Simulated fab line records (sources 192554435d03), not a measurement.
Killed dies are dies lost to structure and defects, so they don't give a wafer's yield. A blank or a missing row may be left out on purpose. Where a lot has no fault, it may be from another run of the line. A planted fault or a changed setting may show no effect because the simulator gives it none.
fab line records	flow n5_finfet	part 1 of 2: steps 1 to 20 of 30
record lots=5	wafers=15	last_day=17
route steps=1938 shown BEOL_M9@1408
lots with no fault: from the same line, run without faults
start_h: hours from the record's opening day to when the first of the lot's shown wafers began	wait_h: how many hours have passed since the lot's step before this one	" repeats the value in the row above	L1.1+2: one row covering several wafers at once	- either no value or no given start	* or withheld: withheld	< > ~ a bound
route shown NAME@n: a module of which the file shows steps, and the number in the route of the first	usual: average and standard deviation across the fault-free wafers	same: alike in all rows	chamber/n: place in a boat	sites: the reading at each site	_std_site: standard deviation across them	_edge_site: outer sites' mean less inner sites'	radius_mm: for every site, how far away it sits from the centre of the wafer	mask NAME#n: copy n	behind: the most recent tool/chamber to have shaped the wafer	hold: what put the lot on hold/how long, in hours/how the hold closed	device: transistor that didn't switch, given as n, p or np	end of line: tests of these same wafers at the route's end	step lacking rows: just its recipe	killed: the dies lost at the first sort to structure and to defects; this is not the yield of the wafer	map: shows each die of a wafer: x if killed, . if not, _ if none is there
set.NAME: the setting the step ran with; set.NAME@STEP: the setting that earlier step ran with	model.NAME: the simulator's own value behind a step, which no gauge read
lots seen at some steps along the route; tables by step, rows by wafer
services: when a tool's chamber went out of use (start_h, in hours from the record's first day, below 0 if earlier), for how many hours, and the reason
## steps
# step N5_BEOL_M9_COAT_05
# recipe resist=CAR-ArF	spin_rpm=1500	resist_thk_nm=90
# usual resist_line_temp_C=23.04/0.11
lot.wafer	tool	chamber	start_h	wait_h	resist_line_temp_C
L074.2	litho_track-04	0	-	-	23.17
L074.3	"	0	"	"	22.92
L074.6	"	0	"	"	22.99
L080.3	litho_track-04	0	-	-	22.81
L080.4	"	0	"	"	22.97
L080.6	"	0	"	"	22.85
L084.2	litho_track-04	0	-	-	23.07
L084.3	"	0	"	"	22.96
L084.6	"	0	"	"	23.02
L091.2	litho_track-01	0	-	-	23.07
L091.3	"	0	"	"	23.08
L091.6	"	0	"	"	23.37
L092.2	litho_track-05	0	-	-	23.08
L092.3	"	0	"	"	23.09
L092.6	"	0	"	"	22.93
# step N5_BEOL_M9_EBR_07
# recipe solvent=PGMEA	ebr_width_mm=1.5
# usual resist_line_temp_C=22.99/0.098
lot.wafer	tool	chamber	start_h	wait_h	resist_line_temp_C
L074.2	litho_track-04	0	-	-	22.97
L074.3	"	0	"	"	22.93
L074.6	"	0	"	"	22.91
L080.3	litho_track-04	0	-	-	23.07
L080.4	"	0	"	"	23.00
L080.6	"	0	"	"	23.09
L084.2	litho_track-04	0	-	-	22.91
L084.3	"	0	"	"	22.94
L084.6	"	0	"	"	22.88
L091.2	litho_track-01	0	-	-	22.90
L091.3	"	0	"	"	23.04
L091.6	"	0	"	"	22.86
L092.2	litho_track-05	0	-	-	23.00
L092.3	"	0	"	"	23.01
L092.6	"	0	"	"	22.89
# step N5_BEOL_M9_SOFTBAKE_06
# recipe temp_c=110	time_s=60	resist=CAR-ArF
# usual resist_line_temp_C=23.00/0.11
lot.wafer	tool	chamber	start_h	wait_h	resist_line_temp_C
L074.2	litho_track-04	0	-	-	22.86
L074.3	"	0	"	"	22.73
L074.6	"	0	"	"	22.89
L080.3	litho_track-04	0	-	-	22.93
L080.4	"	0	"	"	22.89
L080.6	"	0	"	"	22.96
L084.2	litho_track-04	0	-	-	23.07
L084.3	"	0	"	"	23.02
L084.6	"	0	"	"	23.04
L091.2	litho_track-01	0	-	-	23.08
L091.3	"	0	"	"	23.05
L091.6	"	0	"	"	23.02
L092.2	litho_track-05	0	-	-	23.01
L092.3	"	0	"	"	22.96
L092.6	"	0	"	"	23.10
# step N5_BEOL_M9_EXPOSE_08
# recipe mask_id=M9	na=1.35	source_shape=dipole	sigma_inner=0.411	sigma_outer=0.611	polarization=te	dose_mj=53.75
lot.wafer	tool	chamber	start_h	wait_h	mask
L074.2+3+6	arfi_scanner-01	0	211.69	-	M9#0
L080.3+4+6	arfi_scanner-02	0	281.22	-	M9#0
L084.2+3+6	arfi_scanner-03	0	294.44	-	M9#0
L091.2+3+6	arfi_scanner-02	0	339.02	-	M9#0
L092.2+3+6	arfi_scanner-01	0	339.18	-	M9#0
# step N5_BEOL_M9_PEB_09
# recipe peb_temp_c=withheld	peb_time_s=60	resist=CAR-ArF
# usual resist_line_temp_C=23.00/0.1
lot.wafer	tool	chamber	start_h	wait_h	resist_line_temp_C
L074.2	litho_track-04	0	211.75	0.0	22.96
L074.3	"	0	"	"	22.82
L074.6	"	0	"	"	23.09
L080.3	litho_track-05	0	281.27	0.0	22.86
L080.4	"	0	"	"	22.99
L080.6	"	0	"	"	22.88
L084.2	litho_track-04	0	294.50	0.0	22.78
L084.3	"	0	"	"	22.91
L084.6	"	0	"	"	22.88
L091.2	litho_track-04	0	339.07	0.0	23.00
L091.3	"	0	"	"	22.95
L091.6	"	0	"	"	23.12
L092.2	litho_track-01	0	339.23	0.0	23.11
L092.3	"	0	"	"	23.00
L092.6	"	0	"	"	23.06
# step N5_BEOL_M9_DEVELOP_10
# recipe develop_time_s=30	developer=TMAH	resist=CAR-ArF	rinse_liquid=diw	dry=air_spin	dev_temp_c=23
# usual resist_line_temp_C=23.00/0.1
lot.wafer	tool	chamber	start_h	wait_h	resist_line_temp_C
L074.2	litho_track-04	0	-	-	23.00
L074.3	"	0	"	"	23.08
L074.6	"	0	"	"	23.18
L080.3	litho_track-05	0	-	-	23.00
L080.4	"	0	"	"	23.04
L080.6	"	0	"	"	22.98
L084.2	litho_track-04	0	-	-	23.00
L084.3	"	0	"	"	23.00
L084.6	"	0	"	"	23.03
L091.2	litho_track-04	0	-	-	22.79
L091.3	"	0	"	"	23.04
L091.6	"	0	"	"	22.96
L092.2	litho_track-01	0	-	-	22.89
L092.3	"	0	"	"	22.99
L092.6	"	0	"	"	22.80
# step N5_BEOL_M9_CD_MEAS_11
# recipe target_cd_nm=64.1	landing_energy_ev=500	detector=se_inlens	polarity=opening
# usual cd_nm=64.1/0.45
lot.wafer	tool	chamber	start_h	wait_h	cd_nm
L074.2	cd_sem-02	0	211.81	-	64.6
L074.3	"	0	"	"	64.1
L074.6	"	0	"	"	64.2
L080.3	cd_sem-02	0	281.33	-	64.0
L080.4	"	0	"	"	64.5
L080.6	"	0	"	"	64.3
L084.2	cd_sem-02	0	294.57	-	64.1
L084.3	"	0	"	"	65.0
L084.6	"	0	"	"	64.9
L091.2	cd_sem-03	0	339.14	-	63.7
L091.3	"	0	"	"	63.6
L091.6	"	0	"	"	63.9
L092.2	cd_sem-02	0	339.30	-	63.9
L092.3	"	0	"	"	63.2
L092.6	"	0	"	"	63.3
# step N5_BEOL_M9_OVL_MEAS_12
# recipe points_per_wafer=44
# usual M9_OVL=0.3/0.65
lot.wafer	tool	chamber	start_h	wait_h	M9_OVL[nm]
L074.2	overlay-01	0	211.84	0.0	0.4
L074.3	"	0	"	"	-0.9
L074.6	"	0	"	"	0.5
L080.3	overlay-02	0	281.36	0.0	0.2
L080.4	"	0	"	"	0.4
L080.6	"	0	"	"	0.9
L084.2	overlay-02	0	294.59	0.0	1.0
L084.3	"	0	"	"	0.2
L084.6	"	0	"	"	0.4
L091.2	overlay-02	0	339.17	0.0	0.4
L091.3	"	0	"	"	0.9
L091.6	"	0	"	"	1.4
L092.2	overlay-01	0	339.33	0.0	1.0
L092.3	"	0	"	"	2.1
L092.6	"	0	"	"	0.7
# step N5_BEOL_M9_INSPECT_13
# recipe mode=adi	inspect_instrument=brightfield
# usual raw_defect_count=452/110
lot.wafer	tool	chamber	start_h	wait_h	raw_defect_count
L074.2	defect_inspect-02	-	211.87	0.0	551
L074.3	"	-	"	"	520
L074.6	"	-	"	"	533
L080.3	defect_inspect-02	-	281.39	0.0	329
L080.4	"	-	"	"	489
L080.6	"	-	"	"	512
L084.2	defect_inspect-02	-	294.62	0.0	570
L084.3	"	-	"	"	497
L084.6	"	-	"	"	581
L091.2	defect_inspect-02	-	339.19	0.0	540
L091.3	"	-	"	"	464
L091.6	"	-	"	"	372
L092.2	defect_inspect-02	-	339.36	0.0	554
L092.3	"	-	"	"	732
L092.6	"	-	"	"	474
# step N5_BEOL_M9_DESCUM_16
# recipe chemistry=O2	time_s=7.9	source_power_w=50	bias_power_w=20	pressure_mtorr=20	rf_frequency_hz=2.712e+07	temp_c=40	resist=CAR-ArF	o2_flow_sccm=225
# usual drypump_motor_current_A=5.7/0.51	oes_product_au=0.77/0.1	rf_vpp_V=243.2/1.3	showerhead_plenum_p_Torr=2.09/0.066	throttle_valve_pct=20.49/0.3
lot.wafer	tool	chamber	start_h	wait_h	drypump_motor_current_A	oes_product_au	rf_hours_counter_h	rf_vpp_V	showerhead_plenum_p_Torr	throttle_valve_pct
L074.2	rie_diel-02	0	212.20	0.3	6.0	0.71	223	243.0	2.06	20.84
L074.3	"	3	"	"	4.8	0.73	197	243.2	2.08	20.69
L074.6	"	3	"	"	4.8	0.73	-	242.6	2.08	20.68
L080.3	rie_diel-02	0	281.50	0.1	6.0	0.69	243	243.6	2.06	20.85
L080.4	"	1	"	"	5.9	0.89	38	244.9	2.21	20.02
L080.6	"	2	"	"	5.6	0.72	-	244.0	2.10	20.31
L084.2	rie_diel-04	0	294.65	0.0	6.1	0.69	216	243.0	2.07	20.64
L084.3	"	3	"	"	5.6	0.94	21	246.1	2.23	20.47
L084.6	"	2	"	"	5.5	0.73	-	243.4	2.17	20.57
L091.2	rie_diel-05	1	339.63	0.4	6.7	0.68	255	242.3	2.05	20.74
L091.3	"	3	"	"	5.6	0.69	240	242.8	2.06	21.00
L091.6	"	3	"	"	5.6	0.69	-	241.9	2.06	21.00
L092.2	rie_diel-04	1	339.65	0.3	6.6	0.73	211	240.4	1.99	20.67
L092.3	"	2	"	"	5.5	0.73	218	244.8	2.16	20.58
L092.6	"	1	"	"	6.6	0.73	-	240.5	1.99	20.69
# step N5_BEOL_M9_ETCH_61
# recipe chemistry=CF4	target=SiARC	target_depth_a=390	mask_material=CAR-ArF	time_s=65	ion_energy_ev=80	pressure_mtorr=40	source_w=545	bias_w=36	Ar_flow_sccm=100	cf4_flow_sccm=100	ends=cleared
# usual drypump_motor_current_A=5.7/0.51	etch_rf_on_time_s=64.9/0.91	oes_product_au=0.66/0.085	rf_vpp_V=184.1/1.1	showerhead_plenum_p_Torr=2.14/0.067	throttle_valve_pct=15.7/0.3
lot.wafer	tool	chamber	start_h	wait_h	drypump_motor_current_A	etch_rf_on_time_s	oes_product_au	rf_hours_counter_h	rf_vpp_V	showerhead_plenum_p_Torr	throttle_valve_pct
L074.2	rie_diel-02	0	212.23	0.0	6.0	65.9	0.60	223	182.6	2.12	16.0
L074.3	"	3	"	"	4.7	64.9	0.62	197	183.1	2.13	15.9
L074.6	"	3	"	"	4.7	64.4	0.62	-	183.8	2.13	15.9
L080.3	rie_diel-02	0	281.53	0.0	6.0	65.8	0.59	243	183.5	2.11	16.1
L080.4	"	1	"	"	5.9	64.1	0.77	38	185.2	2.27	15.3
L080.6	"	2	"	"	5.6	65.1	0.62	-	184.0	2.14	15.5
L084.2	rie_diel-04	0	294.69	0.0	6.1	66.0	0.59	216	182.7	2.12	15.9
L084.3	"	3	"	"	5.6	64.3	0.80	21	185.1	2.27	15.6
L084.6	"	2	"	"	5.5	65.3	0.62	-	184.1	2.21	15.8
L091.2	rie_diel-05	1	339.67	0.0	6.7	64.7	0.57	255	183.4	2.11	16.0
L091.3	"	3	"	"	5.6	67.4	0.58	240	184.6	2.11	16.2
L091.6	"	3	"	"	5.6	66.9	0.58	-	183.0	2.11	16.2
L092.2	rie_diel-04	1	339.68	0.0	6.6	64.0	0.62	211	183.0	2.04	15.9
L092.3	"	2	"	"	5.5	64.3	0.62	218	184.0	2.21	15.8
L092.6	"	1	"	"	6.6	64.1	0.62	-	183.2	2.04	15.9
# step N5_BEOL_M9_ETCH_62
# recipe chemistry=N2/H2	target=SOC	target_depth_a=1100	overetch_a=220	mask_material=SiARC	temp_c=40	time_s=165	ion_energy_ev=200	pressure_mtorr=30	source_w=840	bias_w=150	n2_flow_sccm=200	h2_flow_sccm=200
# usual drypump_motor_current_A=5.7/0.51	oes_product_au=0.65/0.081	rf_vpp_V=523.8/2.3	showerhead_plenum_p_Torr=2.55/0.083	throttle_valve_pct=17.90/0.27
lot.wafer	tool	chamber	start_h	wait_h	drypump_motor_current_A	oes_product_au	rf_hours_counter_h	rf_vpp_V	showerhead_plenum_p_Torr	throttle_valve_pct
L074.2	rie_diel-02	0	212.28	0.0	6.0	0.60	223	521.0	2.51	18.32
L074.3	"	3	"	"	4.8	0.62	197	523.3	2.53	18.07
L074.6	"	3	"	"	4.7	0.62	-	522.4	2.53	18.08
L080.3	rie_diel-02	0	281.58	0.0	6.1	0.59	243	521.6	2.50	18.34
L080.4	"	1	"	"	5.9	0.74	38	527.2	2.71	17.48
L080.6	"	2	"	"	5.6	0.62	-	523.9	2.55	17.66
L084.2	rie_diel-04	0	294.74	0.0	6.1	0.59	216	523.1	2.51	17.91
L084.3	"	3	"	"	5.7	0.78	21	527.7	2.70	17.75
L084.6	"	2	"	"	5.5	0.62	-	525.8	2.63	17.90
L091.2	rie_diel-05	1	339.72	0.0	6.7	0.57	255	523.3	2.50	18.12
L091.3	"	3	"	"	5.6	0.59	240	522.1	2.50	18.35
L091.6	"	3	"	"	5.6	0.59	-	522.8	2.50	18.34
L092.2	rie_diel-04	1	339.73	0.0	6.6	0.61	211	521.1	2.42	18.15
L092.3	"	2	"	"	5.5	0.61	218	526.3	2.62	17.92
L092.6	"	1	"	"	6.6	0.61	-	520.2	2.42	18.14
# step N5_BEOL_M9_STRIP_68
# recipe chemistry=N2/H2	temp_c=40	n2_flow_sccm=200	h2_flow_sccm=200	rf_frequency_hz=6e+07
lot.wafer	tool	chamber	start_h	wait_h
L074.2+3+6	rie_diel-02	0,3,3	212.42	0.1
L080.3+4+6	rie_diel-02	0,1,2	281.72	0.1
L084.2+3+6	rie_diel-04	0,3,2	294.87	0.1
L091.2+3+6	rie_diel-05	1,3,3	339.85	0.1
L092.2+3+6	rie_diel-04	1,2,1	339.87	0.1
# step N5_BEOL_M9_STRIP_67
# recipe chemistry=CF4	resist=SiARC	power_w=300	bias_power_w=75	pressure_mtorr=50	cf4_flow_sccm=150	rf_frequency_hz=6e+07
# usual drypump_motor_current_A=5.7/0.51	oes_product_au=0.77/0.095	power_w=300.1/0.89	rf_vpp_V=271.1/1.4	showerhead_plenum_p_Torr=1.80/0.055	throttle_valve_pct=13.7/0.32
lot.wafer	tool	chamber	start_h	wait_h	drypump_motor_current_A	oes_product_au	power_w	rf_hours_counter_h	rf_vpp_V	showerhead_plenum_p_Torr	throttle_valve_pct
L074.2	rie_diel-02	0	212.43	0.0	6.0	0.71	300.6	223	270.4	1.77	14.0
L074.3	"	3	"	"	4.7	0.73	300.5	197	270.0	1.78	13.8
L074.6	"	3	"	"	4.8	0.73	302.1	-	270.2	1.78	13.8
L080.3	rie_diel-02	0	281.73	0.0	6.0	0.69	299.0	243	271.0	1.77	14.1
L080.4	"	1	"	"	5.9	0.87	300.5	38	273.6	1.90	13.2
L080.6	"	2	"	"	5.6	0.73	300.2	-	270.9	1.79	13.5
L084.2	rie_diel-04	0	294.88	0.0	6.1	0.70	297.9	216	271.5	1.78	13.8
L084.3	"	3	"	"	5.6	0.93	299.0	21	274.3	1.90	13.5
L084.6	"	2	"	"	5.5	0.73	299.2	-	272.5	1.86	13.8
L091.2	rie_diel-05	1	339.86	0.0	6.7	0.67	301.2	255	269.8	1.77	14.0
L091.3	"	3	"	"	5.6	0.70	301.7	240	270.0	1.77	14.2
L091.6	"	3	"	"	5.6	0.70	300.6	-	269.8	1.77	14.2
L092.2	rie_diel-04	1	339.88	0.0	6.5	0.72	300.7	212	269.2	1.71	13.9
L092.3	"	2	"	"	5.5	0.73	300.0	218	272.3	1.85	13.8
L092.6	"	1	"	"	6.6	0.73	299.4	-	267.9	1.71	13.9
# step N5_BEOL_M9_HM_OPEN_17
# recipe chemistry=Cl2/BCl3	target_depth_a=200	overetch_a=60	target=TiN	mask_material=SOC	ion_energy_ev=150	pressure_mtorr=10	icp_w=1000	bias_w=126	Cl2_flow_sccm=53.25	bcl3_flow_sccm=21.75	Ar_flow_sccm=25
# usual drypump_motor_current_A=6.0/0.36	oes_product_au=0.63/0.067	throttle_valve_pct=22.03/0.15
lot.wafer	tool	chamber	start_h	wait_h	drypump_motor_current_A	oes_product_au	rf_hours_counter_h	throttle_valve_pct
L074.2	rie_metal-02	0	212.47	0.0	6.5	0.60	74	21.97
L074.3	"	0	"	"	6.5	0.59	-	21.98
L074.6	"	0	"	"	6.5	0.60	-	21.97
L080.3	rie_metal-03	1	281.80	0.1	6.0	0.71	-	21.98
L080.4	"	0	"	"	6.1	0.56	-	22.31
L080.6	"	0	"	"	6.1	0.56	-	22.33
L084.2	rie_metal-03	1	294.92	0.0	5.9	0.70	27	21.97
L084.3	"	1	"	"	6.0	0.70	-	21.96
L084.6	"	1	"	"	6.0	0.70	-	21.99
L091.2	rie_metal-03	1	339.90	0.0	6.0	0.69	31	21.99
L091.3	"	0	"	"	6.2	0.55	-	22.32
L091.6	"	1	"	"	6.0	0.69	-	21.99
L092.2	rie_metal-01	1	339.98	0.1	5.3	0.63	58	21.89
L092.3	"	1	"	"	5.3	0.63	-	21.89
L092.6	"	0	"	"	5.8	0.72	-	21.94
# step N5_BEOL_M9_STRIP_19
# recipe chemistry=O2	power_w=400	temp_c=40	pressure_mtorr=30	rf_frequency_hz=6e+07	bias_power_w=0	overash_fraction=0.2	o2_flow_sccm=225
# usual drypump_motor_current_A=5.8/0.54	oes_product_au=0.76/0.09	rf_vpp_V=3.7/0.61	showerhead_plenum_p_Torr=2.10/0.071	throttle_valve_pct=16.79/0.27
lot.wafer	tool	chamber	start_h	wait_h	drypump_motor_current_A	oes_product_au	rf_hours_counter_h	rf_vpp_V	showerhead_plenum_p_Torr	throttle_valve_pct
L074.2	rie_diel-02	0	212.59	0.1	6.0	0.70	223	4.2	2.07	17.10
L074.3	"	1	"	"	5.9	0.92	18	4.3	2.22	16.21
L074.6	"	1	"	"	5.9	0.92	-	3.5	2.22	16.21
L080.3	rie_diel-02	0	281.88	0.1	6.0	0.69	243	3.3	2.06	17.14
L080.4	"	1	"	"	5.9	0.88	38	3.3	2.22	16.29
L080.6	"	0	"	"	6.0	0.68	-	4.6	2.06	17.15
L084.2	rie_diel-02	3	295.18	0.2	4.7	0.70	220	4.4	2.08	16.98
L084.3	"	1	"	"	5.9	0.89	42	2.7	2.21	16.27
L084.6	"	2	"	"	5.6	0.73	-	3.3	2.10	16.57
L091.2	rie_diel-04	0	340.01	0.1	6.1	0.69	230	4.3	2.07	16.94
L091.3	"	2	"	"	5.5	0.72	218	2.7	2.17	16.85
L091.6	"	2	"	"	5.5	0.72	-	3.9	2.17	16.85
L092.2	rie_diel-04	1	340.09	0.1	6.6	0.73	212	3.8	1.99	16.90
L092.3	"	2	"	"	5.5	0.72	218	3.5	2.17	16.86
L092.6	"	3	"	"	5.6	0.90	-	3.6	2.22	16.69
# step N5_BEOL_M9_CD_MEAS_18
# recipe pitch_nm=140	target_cd_nm=70
# usual cd_nm=70.0/0.55
lot.wafer	tool	chamber	start_h	wait_h	cd_nm
L074.2	cd_sem-02	-	212.66	0.1	70.5
L074.3	"	-	"	"	70.4
L074.6	"	-	"	"	69.7
L080.3	cd_sem-02	-	281.95	0.1	70.3
L080.4	"	-	"	"	69.7
L080.6	"	-	"	"	70.1
L084.2	cd_sem-03	-	295.25	0.1	70.1
L084.3	"	-	"	"	71.1
L084.6	"	-	"	"	70.7
L091.2	cd_sem-03	-	340.09	0.1	69.6
L091.3	"	-	"	"	69.6
L091.6	"	-	"	"	69.4
L092.2	cd_sem-02	-	340.17	0.1	69.2
L092.3	"	-	"	"	69.2
L092.6	"	-	"	"	68.7
# step N5_BEOL_M9_COAT_63
# recipe resist=SOC	temp_c=250	time_s=60	spin_rpm=1500	resist_thk_nm=60
# usual resist_line_temp_C=23.03/0.097
lot.wafer	tool	chamber	start_h	wait_h	resist_line_temp_C
L074.2	litho_track-05	0	213.36	0.7	22.93
L074.3	"	0	"	"	22.99
L074.6	"	0	"	"	23.00
L080.3	litho_track-04	0	283.60	1.6	23.00
L080.4	"	0	"	"	23.00
L080.6	"	0	"	"	23.20
L084.2	litho_track-01	0	295.30	0.0	22.91
L084.3	"	0	"	"	23.15
L084.6	"	0	"	"	22.92
L091.2	litho_track-01	0	341.10	1.0	22.98
L091.3	"	0	"	"	23.04
L091.6	"	0	"	"	23.12
L092.2	litho_track-04	0	343.34	3.2	23.10
L092.3	"	0	"	"	23.13
L092.6	"	0	"	"	23.22
# step N5_BEOL_M9_COAT_64
# recipe resist=SiARC	temp_c=220	time_s=60	spin_rpm=1500	resist_thk_nm=12
# usual resist_line_temp_C=22.98/0.1
lot.wafer	tool	chamber	start_h	wait_h	resist_line_temp_C
L074.2	litho_track-05	0	-	-	23.11
L074.3	"	0	"	"	23.03
L074.6	"	0	"	"	22.97
L080.3	litho_track-04	0	-	-	23.08
L080.4	"	0	"	"	22.90
L080.6	"	0	"	"	22.91
L084.2	litho_track-01	0	-	-	23.06
L084.3	"	0	"	"	23.11
L084.6	"	0	"	"	23.06
L091.2	litho_track-01	0	-	-	22.99
L091.3	"	0	"	"	22.97
L091.6	"	0	"	"	23.02
L092.2	litho_track-04	0	-	-	22.92
L092.3	"	0	"	"	22.93
L092.6	"	0	"	"	22.91
# step N5_BEOL_M9_COAT_75
# recipe resist=underlayer	temp_c=205	time_s=60	spin_rpm=1500	resist_thk_nm=5
# usual resist_line_temp_C=23.02/0.1
lot.wafer	tool	chamber	start_h	wait_h	resist_line_temp_C
L074.2	litho_track-05	0	-	-	22.92
L074.3	"	0	"	"	22.81
L074.6	"	0	"	"	23.14
L080.3	litho_track-04	0	-	-	22.95
L080.4	"	0	"	"	23.09
L080.6	"	0	"	"	23.08
L084.2	litho_track-01	0	-	-	23.06
L084.3	"	0	"	"	22.88
L084.6	"	0	"	"	22.94
L091.2	litho_track-01	0	-	-	22.95
L091.3	"	0	"	"	23.00
L091.6	"	0	"	"	23.07
L092.2	litho_track-04	0	-	-	23.14
L092.3	"	0	"	"	23.22
L092.6	"	0	"	"	23.00
